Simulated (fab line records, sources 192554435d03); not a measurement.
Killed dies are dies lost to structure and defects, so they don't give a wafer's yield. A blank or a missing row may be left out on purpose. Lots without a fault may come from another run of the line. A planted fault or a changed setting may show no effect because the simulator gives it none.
fab line records | flow n5_finfet
record lots=6 wafers=18 last_day=16
route steps=1938 shown BEOL_M11@1596 BEOL_M12@1602 PASSIVATION@1936
lots that met no fault: from a run of the same line without faults
start_h: hours from the record's first day to the start of the lot's first wafer shown | wait_h: hours since the lot's step before | " the same as in the row above | L1.1+2: a row that stands for several wafers | - no value, or no start given | * or withheld: withheld | < > ~ a bound
route shown NAME@n: a module of which the file shows steps, and the number in the route of the first | usual: mean/standard deviation of fault-free wafers | same: alike in all rows | chamber/n: place in a boat | sites: the reading at each site | _std_site: their standard deviation | _edge_site: outer sites' mean less inner sites' | radius_mm: how far each site lies from the wafer's centre | mask NAME#n: copy n | behind: the tool/chamber that last shaped the wafer | hold: why the lot was held/for how many hours/how that ended | device: the transistor (n, p or np) that didn't switch | end of line: the same wafers' tests at the end of the route | a step without rows: its recipe alone | killed: dies lost to structure and defects at the first sort, not the wafer's yield | map: a wafer's dies, x killed, . not, _ none there
set.NAME: the setting as run; set.NAME@STEP: as run at that earlier step | model.NAME: the simulator's own value behind a step, which no gauge read
lots at some steps of the route; a table a step, a row a wafer
services: from which hour (start_h, from the record's first day; less than 0 if before it) a tool's chamber was out of use, for how many hours, and why
## steps
# step N5_BEOL_M11_CMP_52
# recipe stop_on=SiCOH_lowk t_overpolish_s=7 down_force_psi=1 platen_rpm=50 clearing_platen_down_force_psi=1.5 clearing_platen_rpm=50 post_cmp_clean=cu_alkaline target_thk_nm=140 clearing_platen_pad_velocity_m_s=0.99484 pad_velocity_m_s=0.99484
# usual barrier_field_endpoint_s=29.4/0.74 motor_current_A=6.1/0.53 overpolish_run_s=7.000/0.01 platen_rpm=50.00/0.03 slurry_flow_ml_min=150.0/0.43 time_to_endpoint_s=67.4/2.7
# columns lot.wafer tool chamber start_h wait_h barrier_field_endpoint_s motor_current_A overpolish_run_s platen_rpm slurry_flow_ml_min time_to_endpoint_s
L211.2 cmp-04 2 246.54 0.2 27.9 6.7 6.997 49.97 150.0 63.6
L211.4 " 3 " " 28.6 6.1 6.986 50.00 149.4 66.7
L211.1 " 1 " " 28.6 5.6 7.008 49.95 149.9 64.7
L215.1 cmp-04 3 272.75 0.5 29.7 6.1 7.021 49.99 149.6 71.6
L215.5 " 0 " " 31.3 5.6 6.992 49.98 149.7 72.1
L215.6 " 1 " " 29.4 6.0 7.000 49.97 150.2 68.6
L217.2 cmp-04 1 284.33 0.2 30.3 6.2 6.985 49.98 148.8 71.1
L217.3 " 0 " " 30.5 5.6 7.009 50.00 150.0 74.2
L217.5 " 1 " " 30.2 5.8 7.001 50.05 149.6 71.2
L221.3 cmp-01 2 305.32 0.2 29.1 5.8 7.002 50.04 150.2 65.2
L221.4 " 0 " " 29.5 5.5 6.984 50.02 149.5 62.1
L221.5 " 1 " " 29.5 6.6 6.988 49.97 149.5 67.0
L226.4 cmp-04 1 336.40 0.1 29.5 6.0 6.983 50.01 149.9 66.1
L226.1 " 0 " " 29.9 5.3 7.009 50.02 149.7 68.9
L226.5 " 2 " " 28.6 6.4 6.992 49.98 149.5 62.5
L229.3 cmp-01 0 340.60 0.2 30.0 5.5 6.996 50.02 149.5 65.5
L229.4 " 1 " " 29.6 6.3 7.010 50.04 150.2 68.3
L229.6 " 1 " " 29.5 6.5 7.011 50.00 150.2 66.2
# step N5_BEOL_M11_THK_MEAS_53
# recipe thk_meas_gauge=xrf reads=Cu_of_BEOL_M11_ECD_50
# usual M11_THK=140/3.1
# columns lot.wafer tool chamber start_h wait_h M11_THK[nm]
L211.1 film_metro-01 - 246.84 - 141
L211.2 " - " " 137
L211.4 " - " " 142
L215.1 film_metro-01 - 272.93 - 138
L215.5 " - " " 138
L215.6 " - " " 141
L217.2 film_metro-02 - 284.62 - 138
L217.3 " - " " 144
L217.5 " - " " 143
L221.3 film_metro-02 - 305.58 - 137
L221.4 " - " " 138
L221.5 " - " " 137
L226.1 film_metro-01 - 336.69 - 145
L226.4 " - " " 143
L226.5 " - " " 143
L229.3 film_metro-02 - 340.90 - 142
L229.4 " - " " 143
L229.6 " - " " 141
# step N5_BEOL_M11_PRE_CLEAN_55
# recipe gas=NH3 time_s=15 temp_c=withheld rf_power_w=300
# step N5_BEOL_M11_DEP_56
# recipe material=SiCN target_thk_a=300 temp_c=withheld precursor=3MS/NH3 pressure_torr=3 rf_w=675 time_s=10.5
# usual showerhead_plenum_p_Torr=4.170/0.012 throttle_valve_pct=17.9/1.1
# columns lot.wafer tool chamber start_h wait_h showerhead_plenum_p_Torr throttle_valve_pct
L211.1 pecvd-02 0 246.90 0.0 4.151 19.8
L211.2 " 2 " " 4.180 18.6
L211.4 " 1 " " 4.164 16.8
L215.1 pecvd-02 2 273.01 0.0 4.178 18.8
L215.5 " 1 " " 4.171 16.9
L215.6 " 2 " " 4.176 18.6
L217.2 pecvd-02 1 284.68 0.0 4.179 16.9
L217.3 " 0 " " 4.165 19.6
L217.5 " 0 " " 4.156 19.7
L221.3 pecvd-01 1 305.64 0.0 4.183 16.4
L221.4 " 1 " " 4.167 16.2
L221.5 " 0 " " 4.178 18.7
L226.1 pecvd-01 1 336.76 0.0 4.162 16.5
L226.4 " 2 " " 4.148 16.9
L226.5 " 1 " " 4.153 16.5
L229.3 pecvd-01 0 340.96 0.0 4.178 18.7
L229.4 " 0 " " 4.185 18.8
L229.6 " 2 " " 4.159 17.1
# step N5_BEOL_M11_RS_MEAS_57
# recipe thk_meas_gauge=four-point-probe reads=Cu_of_BEOL_M11_ECD_50+Co_of_BEOL_M11_CVD_75+TaN_of_BEOL_M11_ALD_74
# usual M11_RS=0.149/0.0035
# columns lot.wafer tool chamber start_h wait_h M11_RS[ohm/sq]
L211.1 film_metro-01 - 246.96 0.0 0.147
L211.2 " - " " 0.152
L211.4 " - " " 0.146
L215.1 film_metro-02 - 273.09 0.1 0.150
L215.5 " - " " 0.150
L215.6 " - " " 0.146
L217.2 film_metro-02 - 284.75 0.0 0.150
L217.3 " - " " 0.144
L217.5 " - " " 0.145
L221.3 film_metro-01 - 305.71 0.0 0.152
L221.4 " - " " 0.149
L221.5 " - " " 0.151
L226.1 film_metro-02 - 336.84 0.1 0.144
L226.4 " - " " 0.146
L226.5 " - " " 0.147
L229.3 film_metro-02 - 341.02 0.0 0.145
L229.4 " - " " 0.146
L229.6 " - " " 0.147
# step N5_BEOL_M11_INSPECT_58
# recipe inspect_instrument=darkfield mode=post_dep
# usual raw_defect_count=80/26
# columns lot.wafer tool chamber start_h wait_h raw_defect_count
L211.1 defect_inspect-01 - 246.99 0.0 53
L211.2 " - " " 48
L211.4 " - " " 70
L215.1 defect_inspect-02 - 273.11 0.0 64
L215.5 " - " " 63
L215.6 " - " " 99
L217.2 defect_inspect-01 - 284.77 0.0 50
L217.3 " - " " 38
L217.5 " - " " 38
L221.3 defect_inspect-02 - 305.73 0.0 90
L221.4 " - " " 66
L221.5 " - " " 76
L226.1 defect_inspect-01 - 336.87 0.0 65
L226.4 " - " " 89
L226.5 " - " " 93
L229.3 defect_inspect-01 - 341.05 0.0 60
L229.4 " - " " 82
L229.6 " - " " 83
# step N5_BEOL_M12_ILD_DEP_00
# recipe material=SiOC target_thk_a=6589.2 temp_c=350 precursor=DEMS/O2 pressure_torr=5 rf_w=500 time_s=130.7
# usual heater_power_outer_w=271/47 heater_power_w=501/78 showerhead_plenum_p_Torr=5.697/0.014 susceptor_temp_C=350.00/0.21 throttle_valve_pct=11.7/0.72
# columns lot.wafer tool chamber start_h wait_h heater_power_outer_w heater_power_w showerhead_plenum_p_Torr susceptor_temp_C throttle_valve_pct
L211.1 pecvd-01 1 247.03 0.0 279 522 5.700 350.01 10.9
L211.2 " 2 " " 317 557 5.698 349.51 11.2
L211.4 " 1 " " 296 535 5.698 349.89 11.0
L215.1 pecvd-02 2 273.15 0.0 174 395 5.713 349.90 12.2
L215.5 " 1 " " 254 484 5.701 350.45 11.2
L215.6 " 2 " " 210 442 5.719 350.26 12.2
L217.2 pecvd-01 0 284.81 0.0 226 380 5.702 350.21 12.3
L217.3 " 1 " " 302 537 5.699 350.00 11.3
L217.5 " 2 " " 316 547 5.682 349.75 11.2
L221.3 pecvd-03 2 305.77 0.0 311 587 5.665 350.06 10.8
L221.4 " 0 " " 314 570 5.696 350.00 12.0
L221.5 " 1 " " 266 496 5.709 350.49 12.4
L226.1 pecvd-03 1 336.91 0.0 268 496 5.713 349.56 12.1
L226.4 " 2 " " 327 632 5.675 349.86 10.9
L226.5 " 0 " " 312 588 5.709 350.23 11.9
L229.3 pecvd-01 0 341.08 0.0 233 405 5.705 350.31 12.5
L229.4 " 1 " " 286 532 5.712 350.22 11.0
L229.6 " 0 " " 178 323 5.714 349.83 12.2
# step N5_BEOL_M12_THK_MEAS_01
# recipe reads=SiOC_of_BEOL_M12_ILD_DEP_00
# usual M12_ILD_THK=655/9.5
# columns lot.wafer tool chamber start_h wait_h M12_ILD_THK[nm]
L211.1 film_metro-01 - 247.16 0.1 647
L211.2 " - " " 646
L211.4 " - " " 656
L215.1 film_metro-02 - 273.33 0.1 651
L215.5 " - " " 656
L215.6 " - " " 653
L217.2 film_metro-02 - 284.94 0.1 665
L217.3 " - " " 666
L217.5 " - " " 675
L221.3 film_metro-02 - 305.90 0.1 644
L221.4 " - " " 656
L221.5 " - " " 656
L226.1 film_metro-02 - 337.04 0.1 637
L226.4 " - " " 649
L226.5 " - " " 640
L229.3 film_metro-01 - 341.22 0.1 658
L229.4 " - " " 663
L229.6 " - " " 674
# step N5_BEOL_M12_COAT_58
# recipe resist=BARC temp_c=205 time_s=60 spin_rpm=1500 resist_thk_nm=89
# step N5_BEOL_M12_COAT_04
# recipe spin_rpm=1625 resist_thk_nm=400
# step N5_BEOL_M12_EBR_06
# recipe solvent=PGMEA ebr_width_mm=1.5
# step N5_BEOL_M12_SOFTBAKE_05
# recipe temp_c=130 time_s=60
# step N5_BEOL_M12_EXPOSE_07
# recipe mask_id=V11 na=0.93 source_shape=conventional sigma_outer=0.6 polarization=unpolarized attpsm_phase_deg=180 dose_mj=32.5
# columns lot.wafer tool chamber start_h wait_h mask model.BEOL_M12.overlay_x_nm
L211.1+2+4 krf_scanner-01 0 247.41 - V11#0 2.2
L215.1+5+6 krf_scanner-01 0 273.46 - V11#0 -0.4
L217.2+3+5 krf_scanner-02 0 286.25 - V11#0 -3.6
L221.3+4+5 krf_scanner-02 0 306.04 - V11#0 2.8
L226.1+4+5 krf_scanner-02 0 337.17 - V11#0 23.4
L229.3+4+6 krf_scanner-02 0 341.36 - V11#0 23
# step N5_BEOL_M12_PEB_08
# recipe peb_temp_c=130 peb_time_s=90
# step N5_BEOL_M12_DEVELOP_09
# recipe develop_time_s=45 rinse_liquid=diw dry=air_spin dev_temp_c=21
# step N5_BEOL_M12_HARDBAKE_14
# recipe temp_c=130 time_s=120
# step N5_BEOL_M12_CD_MEAS_10
# recipe target_cd_nm=140 landing_energy_ev=500 detector=se_inlens polarity=opening
# usual cd_nm=139.6/1.6
# columns lot.wafer tool chamber start_h wait_h cd_nm
L211.1 cd_sem-01 0 247.59 - 138.5
L211.2 " 0 " " 139.7
L211.4 " 0 " " 140.9
L215.1 cd_sem-02 0 273.63 - 142.9
L215.5 " 0 " " 139.7
L215.6 " 0 " " 139.9
L217.2 cd_sem-02 0 286.42 - 139.1
L217.3 " 0 " " 138.8
L217.5 " 0 " " 136.9
L221.3 cd_sem-03 0 306.20 - 140.7
L221.4 " 0 " " 140.6
L221.5 " 0 " " 138.2
L226.1 cd_sem-01 0 337.34 - 138.9
L226.4 " 0 " " 140.7
L226.5 " 0 " " 140.1
L229.3 cd_sem-01 0 341.52 - 140.0
L229.4 " 0 " " 138.4
L229.6 " 0 " " 139.4
# step N5_BEOL_M12_OVL_MEAS_11
# recipe points_per_wafer=44
# usual V11_OVL=0/4.9
# columns lot.wafer tool chamber start_h wait_h V11_OVL[nm]
L211.1 overlay-01 0 247.62 0.0 9
L211.2 " 0 " " -2
L211.4 " 0 " " -2
L215.1 overlay-02 0 273.66 0.0 3
L215.5 " 0 " " -1
L215.6 " 0 " " 2
L217.2 overlay-01 0 286.45 0.0 -9
L217.3 " 0 " " -5
L217.5 " 0 " " -2
L221.3 overlay-02 0 306.23 0.0 4
L221.4 " 0 " " 4
L221.5 " 0 " " 5
L226.1 overlay-01 0 337.37 0.0 13
L226.4 " 0 " " 22
L226.5 " 0 " " 18
L229.3 overlay-02 0 341.55 0.0 20
L229.4 " 0 " " 26
L229.6 " 0 " " 23
# step N5_BEOL_M12_INSPECT_12
# recipe mode=adi inspect_instrument=macro
# usual raw_defect_count=2.0/1.5
# columns lot.wafer tool chamber start_h wait_h raw_defect_count
L211.1 defect_inspect-01 - 247.64 0.0 0
L211.2 " - " " 1
L211.4 " - " " 2
L215.1 defect_inspect-02 - 273.69 0.0 3
L215.5 " - " " 4
L215.6 " - " " 1
L217.2 defect_inspect-01 - 286.47 0.0 2
L217.3 " - " " 3
L217.5 " - " " 3
L221.3 defect_inspect-01 - 306.26 0.0 1
L221.4 " - " " 1
L221.5 " - " " 3
L226.1 defect_inspect-01 - 337.39 0.0 3
L226.4 " - " " 0
L226.5 " - " " 5
L229.3 defect_inspect-01 - 341.57 0.0 4
L229.4 " - " " 2
L229.6 " - " " 1
# step N5_PASSIVATION_PROBE_49
# usual defect_limited_yield=90.9/1.6 killed_at_M0_to_M3=34/11 killed_at_M4_up=14/5.7 killed_at_contacts=13/6.5 killed_at_front_end=43/11 killed_at_other=4/3.1 killed_dies=107/19 killed_open=71/14 killed_short=35/7.9 sort_bin_5_function=5.3/1.1 sort_bin_6_memory=3.4/0.74 sort_n_pass=1073/19 sort_yield_pct=90.9/1.6
# same gross_dies=1180 killed_at_back_side=0 sort_bin_4_leakage[%]=0 sort_bin_8_speed[%]=0
# columns lot.wafer tool chamber start_h wait_h defect_limited_yield[%] killed_at_M0_to_M3 killed_at_M4_up killed_at_contacts killed_at_front_end killed_at_other killed_dies killed_open killed_short sort_bin_5_function[%] sort_bin_6_memory[%] sort_n_pass sort_yield_pct[%]
L211.1 prober-02 - 292.02 0.0 92.5 41 5 6 37 0 89 58 31 4.2 3.1 1091 92.5
L211.2 prober-02 - 292.07 0.1 93.5 27 7 4 39 0 77 43 34 3.8 2.3 1103 93.5
L211.4 prober-02 - 292.17 0.2 93.1 35 12 7 25 2 81 56 23 4.0 2.6 1099 93.1
L215.1 prober-02 - 312.23 0.0 92.7 28 8 13 34 3 86 64 21 4.8 2.2 1094 92.7
L215.5 prober-02 - 312.43 0.2 87.5 71 15 17 44 1 148 89 58 6.8 5.2 1032 87.5
L215.6 prober-02 - 312.48 0.3 90.7 33 17 15 41 4 110 79 30 5.9 3.1 1070 90.7
L217.2 prober-01 - 323.70 0.1 90.6 38 25 11 37 0 111 67 43 5.8 3.3 1069 90.6
L217.3 prober-01 - 323.75 0.1 88.1 44 23 23 43 7 140 86 46 7.1 3.8 1040 88.1
L217.5 prober-01 - 323.85 0.2 89.4 41 10 10 61 3 125 75 44 6.2 3.4 1055 89.4
L221.3 prober-01 - 348.03 0.4 88.9 34 17 30 48 2 131 96 35 5.9 4.7 1049 88.9
L221.4 prober-01 - 348.08 0.5 92.2 24 11 12 44 1 92 62 29 5.1 2.6 1088 92.2
L221.5 prober-01 - 348.13 0.5 90.3 42 15 20 35 2 114 78 36 6.3 2.7 1066 90.3
L229.3 prober-02 - 375.43 0.1 91.4 26 23 2 40 10 101 67 33 4.7 3.5 1079 91.4
L229.4 prober-02 - 375.48 0.2 92.4 27 7 17 34 5 90 62 25 4.7 2.7 1090 92.4
L229.6 prober-02 - 375.58 0.3 91.2 37 14 4 43 6 104 68 34 4.4 4.4 1076 91.2
L226.1 prober-02 - 380.24 0.8 90.7 24 11 8 67 0 110 73 34 5.3 3.1 1070 90.7
L226.4 prober-02 - 380.39 0.9 89.4 46 10 9 59 1 125 84 39 6.6 3.6 1055 89.4
L226.5 prober-02 - 380.44 1.0 89.6 37 21 12 50 3 123 80 41 6.5 3.5 1057 89.6
# killed by level:class
L211.1 BEOL_M0_SAQP:geometric_particle:open=12 BEOL_M0_SAQP:geometric_particle:short=12 FIN_SAQP:geometric_particle:short=8 FIN_SAQP:geometric_particle:open=6 STI_FIN_REVEAL:geometric_particle:open=6 DUMMY_GATE:geometric_particle:open=6 BEOL_M1:geometric_particle:open=6 BEOL_M2:geometric_particle:open=6
L211.2 FIN_SAQP:geometric_particle:short=9 BEOL_M0_SAQP:geometric_particle:short=9 DUMMY_GATE:geometric_particle:open=8 BEOL_M0_SAQP:geometric_particle:open=7 FIN_SAQP:geometric_particle:open=5 STI_FIN_REVEAL:geometric_particle:open=4 GATE_CUT:geometric_particle:short=4 BEOL_M2:geometric_particle:open=4
L211.4 BEOL_M0_SAQP:geometric_particle:open=9 BEOL_M1:geometric_particle:open=8 STI_FIN_REVEAL:geometric_particle:open=6 MOL_CONTACT_COAG:geometric_particle:open=6 BEOL_M0_SAQP:geometric_particle:short=6 BEOL_M2:geometric_particle:open=5 FIN_SAQP:geometric_particle:short=4 STARTING-WAFER:geometric_particle:short=4
L215.1 MOL_CONTACT_COAG:geometric_particle:open=12 BEOL_M0_SAQP:geometric_particle:open=11 STI_FIN_REVEAL:geometric_particle:open=8 FIN_SAQP:geometric_particle:open=7 FIN_SAQP:geometric_particle:short=6 BEOL_M1:geometric_particle:open=6 BEOL_M0_SAQP:geometric_particle:short=5 BEOL_M4:geometric_particle:open=4
L215.5 BEOL_M0_SAQP:geometric_particle:short=26 BEOL_M0_SAQP:geometric_particle:open=20 MOL_CONTACT_COAG:geometric_particle:open=13 BEOL_M4:geometric_particle:open=11 FIN_SAQP:geometric_particle:open=10 STI_FIN_REVEAL:geometric_particle:open=8 BEOL_M1:geometric_particle:short=6 BEOL_M2:geometric_particle:open=6
L215.6 STI_FIN_REVEAL:geometric_particle:open=12 BEOL_M4:geometric_particle:open=12 BEOL_M0_SAQP:geometric_particle:open=11 MOL_CONTACT_COAG:geometric_particle:open=11 BEOL_M0_SAQP:geometric_particle:short=9 FIN_SAQP:geometric_particle:open=7 DUMMY_GATE:geometric_particle:open=7 GATE_CUT:geometric_particle:open=4
L217.2 BEOL_M3:geometric_particle:open=10 BEOL_M4:geometric_particle:short=10 MOL_CONTACT_COAG:geometric_particle:open=9 BEOL_M0_SAQP:geometric_particle:short=9 FIN_SAQP:geometric_particle:short=6 STI_FIN_REVEAL:geometric_particle:open=6 BEOL_M0_SAQP:geometric_particle:open=6 BEOL_M1:geometric_particle:open=5
L217.3 MOL_CONTACT_COAG:geometric_particle:open=20 BEOL_M0_SAQP:geometric_particle:open=11 BEOL_M3:geometric_particle:open=11 BEOL_M4:geometric_particle:open=11 FIN_SAQP:geometric_particle:short=10 BEOL_M2:geometric_particle:open=9 HKMG_FIN:area_etch=8 BEOL_M0_SAQP:geometric_particle:short=5
L217.5 FIN_SAQP:geometric_particle:open=14 BEOL_M3:geometric_particle:open=11 BEOL_M2:geometric_particle:open=11 STI_FIN_REVEAL:geometric_particle:open=10 FIN_SAQP:geometric_particle:short=9 MOL_CONTACT_COAG:geometric_particle:open=7 GATE_CUT:geometric_particle:short=7 BEOL_M1:geometric_particle:open=6
L221.3 MOL_CONTACT_COAG:geometric_particle:open=25 FIN_SAQP:geometric_particle:open=12 BEOL_M2:geometric_particle:open=11 STI_FIN_REVEAL:geometric_particle:open=10 BEOL_M1:geometric_particle:open=8 STI_FIN_REVEAL:geometric_particle:short=5 MOL_CONTACT_COAG:geometric_particle:short=5 STARTING-WAFER:geometric_particle:open=5
L221.4 STI_FIN_REVEAL:geometric_particle:open=10 MOL_CONTACT_COAG:geometric_particle:open=10 DUMMY_GATE:geometric_particle:open=7 BEOL_M0_SAQP:geometric_particle:short=7 BEOL_M4:geometric_particle:open=6 FIN_SAQP:geometric_particle:open=5 ILD0:geometric_particle:open=5 BEOL_M2:geometric_particle:open=4
L221.5 MOL_CONTACT_COAG:geometric_particle:open=17 BEOL_M0:geometric_particle:open=10 FIN_SAQP:geometric_particle:short=9 BEOL_M2:geometric_particle:open=9 BEOL_M4:geometric_particle:open=7 BEOL_M1:geometric_particle:short=6 STI_FIN_REVEAL:geometric_particle:open=6 STARTING-WAFER:geometric_particle:open=4
L229.3 BEOL_M2:geometric_particle:open=9 STI_FIN_REVEAL:geometric_particle:open=8 BEOL_M4:geometric_particle:open=7 BEOL_M5:geometric_particle:open=7 FIN_SAQP:geometric_particle:short=5 BEOL_M0_SAQP:geometric_particle:open=5 DUMMY_GATE:geometric_particle:open=4 ILD0:geometric_particle:open=4
L229.4 MOL_CONTACT_COAG:geometric_particle:open=13 FIN_SAQP:geometric_particle:open=9 BEOL_M3:geometric_particle:open=8 BEOL_M0_SAQP:geometric_particle:short=7 BEOL_M0_SAQP:geometric_particle:open=7 FIN_SAQP:geometric_particle:short=6 STI_FIN_REVEAL:geometric_particle:open=6 DUMMY_GATE:geometric_particle:open=4
L229.6 BEOL_M3:geometric_particle:open=16 STI_FIN_REVEAL:geometric_particle:open=11 DUMMY_GATE:geometric_particle:open=7 BEOL_M3:geometric_particle:short=5 FIN_SAQP:geometric_particle:short=4 MOL_CONTACT_COAG:geometric_particle:open=4 BEOL_M4:geometric_particle:open=4 SPACER0:geometric_particle:short=3
L226.1 FIN_SAQP:geometric_particle:short=20 FIN_SAQP:geometric_particle:open=17 STI_FIN_REVEAL:geometric_particle:open=9 BEOL_M2:geometric_particle:open=8 BEOL_M4:geometric_particle:open=7 MOL_CONTACT_COAG:geometric_particle:open=7 BEOL_M0_SAQP:geometric_particle:open=7 STARTING-WAFER:geometric_particle:open=5
L226.4 STI_FIN_REVEAL:geometric_particle:open=17 BEOL_M2:geometric_particle:open=15 FIN_SAQP:geometric_particle:open=12 BEOL_M0_SAQP:geometric_particle:short=11 DUMMY_GATE:geometric_particle:open=9 MOL_CONTACT_COAG:geometric_particle:open=9 FIN_SAQP:geometric_particle:short=6 BEOL_M0_SAQP:geometric_particle:open=5
L226.5 STI_FIN_REVEAL:geometric_particle:open=17 DUMMY_GATE:geometric_particle:open=10 MOL_CONTACT_COAG:geometric_particle:open=9 BEOL_M4:geometric_particle:open=8 BEOL_M0_SAQP:geometric_particle:open=8 BEOL_M2:geometric_particle:open=8 STARTING-WAFER:geometric_particle:short=8 BEOL_M0_SAQP:geometric_particle:short=7
## services
# columns tool chamber start_h hours kind
krf_scanner-01 - 225.48 1.0 pm
pecvd-03 2 229.00 - calibration
pecvd-01 2 240.45 2.1 scheduled_down
krf_scanner-02 - 245.94 0.8 pm
cmp-01 - 248.49 9.0 repair
krf_scanner-01 - 253.92 0.8 pm
cmp-01 - 262.95 3.7 repair
krf_scanner-02 0 264.89 - calibration
krf_scanner-01 - 266.08 4.4 pm
pecvd-02 0 269.18 5.5 scheduled_down
krf_scanner-02 - 280.22 5.8 repair
cmp-04 - 280.95 2.1 repair
cmp-01 - 281.95 4.0 pm
krf_scanner-01 - 284.82 10.3 repair
cmp-01 - 285.95 - consumable_replace:conditioner
cmp-01 - 285.95 - consumable_replace:pad
pecvd-02 1 288.25 2.1 scheduled_down
krf_scanner-01 - 300.54 3.4 repair
pecvd-02 0 303.55 6.0 repair
pecvd-02 - 308.59 2.8 pm
krf_scanner-01 - 309.00 1.3 pm
cmp-04 - 317.85 1.7 repair
pecvd-02 1 325.92 5.5 scheduled_down
pecvd-01 0 331.98 5.5 scheduled_down
## key
first_sign step=N5_BEOL_M12_OVL_MEAS_11 reading=V11_OVL direction=up sigmas=4.1 usual=0 struck=20
effect none on later readings
model_effect step=N5_BEOL_M12_EXPOSE_07 value=BEOL_M12.overlay_x_nm without=-1.6 struck=23.2
met_at N5_BEOL_M12_EXPOSE_07
struck_wafers L226.1,L226.4,L226.5,L229.3,L229.4,L229.6
onset_between 306.04 337.17
also_fits time
fault kind=scanner_matching_overlay tool=krf_scanner-02 chamber=- onset_h=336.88 steps=N5_BEOL_M12_EXPOSE_07 offset=24.822
